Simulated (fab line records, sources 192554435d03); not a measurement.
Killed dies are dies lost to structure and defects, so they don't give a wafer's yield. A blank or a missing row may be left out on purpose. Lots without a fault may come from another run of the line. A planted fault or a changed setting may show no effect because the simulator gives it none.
fab line records | flow n5_finfet
record lots=10 wafers=30 last_day=17
route steps=1938 shown BEOL_M7@1309 BEOL_M8@1332
lots that met no fault: from a run of the same line without faults
start_h: hours from the record's first day to the start of the lot's first wafer shown | wait_h: hours since the lot's step before | " the same as in the row above | L1.1+2: a row that stands for several wafers | - no value, or no start given | * or withheld: withheld | < > ~ a bound
route shown NAME@n: a module of which the file shows steps, and the number in the route of the first | usual: mean/standard deviation of fault-free wafers | same: alike in all rows | chamber/n: place in a boat | sites: the reading at each site | _std_site: their standard deviation | _edge_site: outer sites' mean less inner sites' | radius_mm: how far each site lies from the wafer's centre | mask NAME#n: copy n | behind: the tool/chamber that last shaped the wafer | hold: why the lot was held/for how many hours/how that ended | device: the transistor (n, p or np) that didn't switch | end of line: the same wafers' tests at the end of the route | a step without rows: its recipe alone | killed: dies lost to structure and defects at the first sort, not the wafer's yield | map: a wafer's dies, x killed, . not, _ none there
set.NAME: the setting as run; set.NAME@STEP: as run at that earlier step | model.NAME: the simulator's own value behind a step, which no gauge read
steps of the route over a sample of lots; a table a step, a row a wafer
services: from which hour (start_h, from the record's first day; less than 0 if before it) a tool's chamber was out of use, for how many hours, and why
## steps
# step N5_BEOL_M7_ETCH_41
# recipe chemistry=CH3F/O2 target=SiCN target_depth_a=319 taper_deg=2 time_s=57.8 ion_energy_ev=120 mask_material=TiN pressure_mtorr=30 source_w=395 bias_w=75 Ar_flow_sccm=150 CH3F_flow_sccm=30 O2_flow_sccm=20
# usual bias_w=75.00/0.21 drypump_motor_current_A=5.8/0.53 oes_product_au=0.80/0.078 rf_fwd_power_W=391.5/1.7 rf_vpp_V=297.6/1.6 showerhead_plenum_p_Torr=2.02/0.07 throttle_valve_pct=16.33/0.23
# columns lot.wafer tool chamber start_h wait_h bias_w drypump_motor_current_A oes_product_au rf_fwd_power_W rf_hours_counter_h rf_vpp_V showerhead_plenum_p_Torr throttle_valve_pct
L303.1 rie_diel-02 2 - - 75.02 5.1 0.79 390.8 90 297.1 1.94 16.21
L303.3 " 3 " " 75.15 6.6 0.95 393.8 6 298.1 2.05 15.96
L303.5 " 2 " " 74.97 5.1 0.80 390.0 - 296.2 1.93 16.20
L306.1 rie_diel-02 0 - - 75.07 5.1 0.92 392.2 21 297.9 2.13 16.46
L306.4 " 1 " " 74.83 5.5 0.74 392.2 - 298.9 2.07 16.33
L306.6 " 0 " " 75.13 5.1 0.92 393.7 - 300.1 2.13 16.44
L309.1 rie_diel-02 0 - - 74.71 5.1 0.88 393.2 34 300.1 2.13 16.50
L309.2 " 1 " " 74.88 5.5 0.73 392.4 178 296.7 2.07 16.38
L309.6 " 3 " " 75.02 6.5 0.89 395.0 - 298.6 2.04 16.02
L310.2 rie_diel-06 0 - - 75.43 5.7 0.83 391.7 63 298.5 2.03 16.02
L310.4 " 3 " " 75.07 6.5 0.81 392.2 100 295.1 1.93 16.33
L310.5 " 1 " " 74.90 5.5 0.72 387.8 - 293.8 1.91 16.37
L313.1 rie_diel-05 0 - - 75.15 5.6 0.92 390.1 25 295.9 1.96 15.89
L313.3 " 3 " " 75.05 5.7 0.92 392.1 17 300.1 2.13 16.17
L313.5 " 1 " " 75.06 5.8 0.73 391.2 - 297.6 2.07 16.54
L315.2 rie_diel-06 1 - - 75.03 5.5 0.71 386.8 208 294.6 1.91 16.38
L315.4 " 3 " " 74.98 6.6 0.80 390.1 105 296.0 1.93 16.33
L315.6 " 2 " " 75.43 6.5 0.75 394.1 - 296.6 2.00 16.52
L317.3 rie_diel-02 3 - - 75.24 6.5 0.87 395.9 42 297.9 2.04 16.04
L317.4 " 2 " " 75.35 5.0 0.78 391.5 106 297.4 1.93 16.23
L317.5 " 1 " " 74.81 5.5 0.71 392.0 - 299.3 2.06 16.42
L316.2 rie_diel-02 0 - - 74.81 5.1 0.87 393.3 49 299.7 2.12 16.50
L316.3 " 1 " " 74.43 5.5 0.72 391.4 193 299.2 2.06 16.42
L316.4 " 3 " " 75.47 6.6 0.88 391.4 42 296.2 2.04 16.04
L319.1 rie_diel-06 1 - - 74.81 5.5 0.71 387.2 215 296.2 1.90 16.41
L319.2 " 0 " " 75.03 5.7 0.81 389.7 75 297.5 2.02 16.03
L319.3 " 2 " " 74.84 6.5 0.74 391.0 185 296.9 1.99 16.51
L326.1 rie_diel-02 2 - - 75.12 5.1 0.77 390.7 125 295.7 1.92 16.26
L326.2 " 1 " " 74.88 5.6 0.71 392.9 212 299.7 2.06 16.46
L326.4 " 3 " " 75.02 6.5 0.84 390.9 - 299.5 2.03 16.06
# step N5_BEOL_M7_CD_MEAS_35
# recipe target_cd_nm=40 polarity=opening
# usual cd_nm=40.0/0.48
# columns lot.wafer tool chamber start_h wait_h cd_nm
L303.1 cd_sem-03 - 178.13 0.0 39.8
L303.3 " - " " 40.1
L303.5 " - " " 40.3
L306.1 cd_sem-03 - 197.23 0.0 39.5
L306.4 " - " " 39.6
L306.6 " - " " 38.6
L309.1 cd_sem-02 - 227.47 0.0 40.4
L309.2 " - " " 40.6
L309.6 " - " " 40.8
L310.2 cd_sem-03 - 254.94 0.0 39.8
L310.4 " - " " 39.6
L310.5 " - " " 39.1
L313.1 cd_sem-03 - 259.10 0.0 39.9
L313.3 " - " " 39.8
L313.5 " - " " 40.0
L315.2 cd_sem-01 - 273.17 0.0 39.2
L315.4 " - " " 39.8
L315.6 " - " " 40.3
L317.3 cd_sem-01 - 280.28 0.0 40.1
L317.4 " - " " 40.0
L317.5 " - " " 39.6
L316.2 cd_sem-01 - 280.67 0.0 40.3
L316.3 " - " " 40.7
L316.4 " - " " 40.2
L319.1 cd_sem-03 - 294.30 0.0 40.6
L319.2 " - " " 40.5
L319.3 " - " " 40.3
L326.1 cd_sem-02 - 334.48 0.0 40.0
L326.2 " - " " 39.9
L326.4 " - " " 39.3
# step N5_BEOL_M8_ILD_DEP_00
# recipe material=SiCOH_lowk target_thk_a=1797.5 temp_c=300 precursor=DEMS/porogen pressure_torr=5 rf_w=500 time_s=33.4
# usual heater_power_w=266/42 rf_fwd_power_W=495.6/2 showerhead_plenum_p_Torr=5.734/0.012 susceptor_temp_C=299.99/0.18 throttle_valve_pct=13.6/0.51
# columns lot.wafer tool chamber start_h wait_h heater_power_w rf_fwd_power_W showerhead_plenum_p_Torr susceptor_temp_C throttle_valve_pct
L303.1 pecvd-03 0 180.39 0.0 319 494.8 5.737 299.76 13.3
L303.3 " 1 " " 238 493.9 5.728 300.08 13.8
L303.5 " 1 " " 240 493.9 5.731 299.90 13.5
L306.1 pecvd-01 2 201.42 0.0 199 497.7 5.732 300.01 14.0
L306.4 " 1 " " 233 498.2 5.742 299.97 13.9
L306.6 " 2 " " 204 500.3 5.758 299.91 13.8
L309.1 pecvd-04 0 230.88 0.0 337 494.9 5.712 300.00 13.5
L309.2 " 1 " " 256 494.1 5.740 300.20 14.6
L309.6 " 0 " " 340 493.5 5.727 300.12 13.4
L310.2 pecvd-04 0 257.33 0.0 342 495.5 5.723 300.09 13.5
L310.4 " 1 " " 222 497.7 5.741 300.10 14.7
L310.5 " 2 " " 263 491.9 5.737 299.85 12.7
L313.1 pecvd-01 0 262.82 0.0 226 496.7 5.751 300.01 13.7
L313.3 " 2 " " 208 496.5 5.739 299.91 14.0
L313.5 " 0 " " 233 495.3 5.756 299.95 13.8
L315.2 pecvd-04 2 275.45 0.0 247 495.2 5.741 300.00 12.8
L315.4 " 0 " " 311 494.1 5.744 300.28 13.8
L315.6 " 1 " " 266 497.4 5.737 300.10 14.4
L317.3 pecvd-04 0 282.91 0.0 284 495.6 5.736 300.15 13.6
L317.4 " 2 " " 282 492.6 5.740 300.22 12.9
L317.5 " 1 " " 281 497.0 5.724 300.23 14.7
L316.2 pecvd-04 2 283.89 0.0 275 492.3 5.751 299.85 12.9
L316.3 " 0 " " 321 496.3 5.729 299.91 13.7
L316.4 " 0 " " 328 496.8 5.734 299.78 13.6
L319.1 pecvd-01 1 300.28 0.0 218 499.2 5.739 300.06 14.0
L319.2 " 0 " " 248 498.0 5.747 300.14 14.0
L319.3 " 2 " " 199 496.5 5.760 299.90 13.7
L326.1 pecvd-01 1 336.87 0.0 230 495.2 5.754 299.66 14.0
L326.2 " 2 " " 196 493.5 5.746 300.02 14.0
L326.4 " 2 " " 204 493.9 5.761 299.96 13.8
# step N5_BEOL_M8_THK_MEAS_01
# recipe reads=SiCOH_lowk_of_BEOL_M8_ILD_DEP_00
# usual M8_ILD_THK=155.1/1.7
# columns lot.wafer tool chamber start_h wait_h M8_ILD_THK[nm]
L303.1 film_metro-02 - 180.99 0.4 153.8
L303.3 " - " " 156.2
L303.5 " - " " 156.8
L306.1 film_metro-02 - 202.00 0.4 154.3
L306.4 " - " " 155.3
L306.6 " - " " 156.0
L309.1 film_metro-02 - 231.48 0.4 152.7
L309.2 " - " " 155.2
L309.6 " - " " 154.0
L310.2 film_metro-01 - 257.91 0.4 154.2
L310.4 " - " " 157.4
L310.5 " - " " 158.8
L313.1 film_metro-02 - 263.40 0.4 153.2
L313.3 " - " " 153.8
L313.5 " - " " 156.3
L315.2 film_metro-01 - 276.23 0.4 153.3
L315.4 " - " " 153.4
L315.6 " - " " 155.1
L317.3 film_metro-01 - 283.48 0.3 202.4
L317.4 " - " " 156.8
L317.5 " - " " 156.6
L316.2 film_metro-02 - 284.70 0.4 155.8
L316.3 " - " " 203.9
L316.4 " - " " 208.3
L319.1 film_metro-01 - 300.86 0.4 154.6
L319.2 " - " " 153.8
L319.3 " - " " 153.7
L326.1 film_metro-02 - 337.65 0.4 152.3
L326.2 " - " " 153.9
L326.4 " - " " 157.0
# step N5_BEOL_M8_PECVD_70
# recipe material=SiO2 target_thk_a=200 temp_c=400 precursor=TEOS/O2 pressure_torr=5.5 rf_w=450 teos_flow_sccm=53.8 gas=O2 flow_sccm=3000 time_s=22.7
# usual heater_power_w=645/78 rf_fwd_power_W=445.3/1.9 showerhead_plenum_p_Torr=8.76/0.035 susceptor_temp_C=399.99/0.2 throttle_valve_pct=22.1/0.85
# columns lot.wafer tool chamber start_h wait_h heater_power_w rf_fwd_power_W showerhead_plenum_p_Torr susceptor_temp_C throttle_valve_pct
L303.1 pecvd-03 1 181.03 0.0 608 445.3 8.74 399.91 21.6
L303.3 " 1 " " 609 445.0 8.78 400.16 21.6
L303.5 " 1 " " 599 443.8 8.74 400.17 21.6
L306.1 pecvd-01 1 202.04 0.0 609 446.5 8.80 399.67 22.5
L306.4 " 0 " " 627 446.3 8.79 399.78 22.7
L306.6 " 2 " " 558 446.1 8.82 399.86 22.0
L309.1 pecvd-03 0 231.51 0.0 711 447.3 8.75 399.64 21.8
L309.2 " 2 " " 730 444.2 8.70 399.95 21.6
L309.6 " 2 " " 719 446.6 8.71 400.06 21.4
L310.2 pecvd-01 2 257.95 0.0 555 446.8 8.83 400.36 22.0
L310.4 " 2 " " 539 447.1 8.83 399.97 22.2
L310.5 " 0 " " 620 443.5 8.80 399.88 22.4
L313.1 pecvd-04 1 263.44 0.0 573 447.7 8.76 399.92 23.8
L313.3 " 0 " " 771 445.9 8.76 399.84 21.7
L313.5 " 2 " " 583 444.2 8.78 400.15 20.8
L315.2 pecvd-03 2 276.26 0.0 766 444.9 8.73 399.56 21.6
L315.4 " 0 " " 705 443.7 8.74 399.66 21.8
L315.6 " 2 " " 767 446.2 8.71 400.04 21.6
L317.3 pecvd-01 2 283.52 0.0 532 446.2 8.87 399.95 22.1
L317.4 " 2 " " 539 445.3 8.82 400.02 22.2
L317.5 " 0 " " 502 444.1 8.77 399.96 22.3
L316.2 pecvd-03 0 284.74 0.0 628 446.6 8.76 400.44 21.8
L316.3 " 1 " " 517 442.7 8.75 400.21 21.5
L316.4 " 2 " " 786 446.0 8.72 400.24 21.6
L319.1 pecvd-01 0 300.90 0.0 614 446.0 8.79 399.97 22.4
L319.2 " 1 " " 534 449.0 8.80 399.88 22.3
L319.3 " 2 " " 524 445.9 8.83 399.98 22.5
L326.1 pecvd-04 2 337.68 0.0 619 441.8 8.80 399.91 21.2
L326.2 " 0 " " 670 447.0 8.75 400.00 22.1
L326.4 " 1 " " 650 445.2 8.76 400.10 23.7
## services
# columns tool chamber start_h hours kind
pecvd-01 1 157.75 2.1 scheduled_down
rie_diel-05 0 159.98 - clean
rie_diel-05 0 159.98 - consumable_replace:focus_ring
pecvd-03 2 166.60 19.3 repair
pecvd-01 - 168.36 5.5 pm
pecvd-04 - 172.05 0.9 repair
rie_diel-02 2 187.47 42.2 repair
rie_diel-05 - 197.43 0.5 repair
pecvd-04 2 202.38 - clean
pecvd-04 2 202.38 - consumable_replace:showerhead
pecvd-04 2 202.38 29.0 scheduled_down
pecvd-04 2 202.38 29.0 vent_cycle
pecvd-01 0 209.19 2.1 scheduled_down
pecvd-01 0 233.76 9.1 repair
pecvd-03 - 263.84 1.6 repair
rie_diel-06 2 297.63 7.9 repair
rie_diel-05 3 298.23 8.0 repair
rie_diel-06 - 302.99 14.6 pm
pecvd-03 - 307.52 3.1 repair
pecvd-01 - 316.10 14.6 pm
rie_diel-02 0 316.48 3.8 repair
rie_diel-06 0 329.38 30.4 repair
rie_diel-02 0 333.06 3.4 repair
pecvd-04 - 335.62 0.3 repair
## key
first_sign step=N5_BEOL_M8_THK_MEAS_01 reading=M8_ILD_THK direction=up sigmas=30 usual=155.1 struck=204.9
effect none on later readings
met_at N5_BEOL_M8_ILD_DEP_00
struck_lots L316,L317
struck_wafers L316.3,L316.4,L317.3
not_acting_at N5_BEOL_M7_ETCH_41,N5_BEOL_M7_CD_MEAS_35,N5_BEOL_M8_PECVD_70
onset_between 275.45 282.91
fault kind=process_parameter_drift tool=pecvd-04 chamber=0 onset_h=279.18 steps=N5_BEOL_M8_ILD_DEP_00 channel=time_s offset=* shape=step end_h=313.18 acts_in=* stated=*
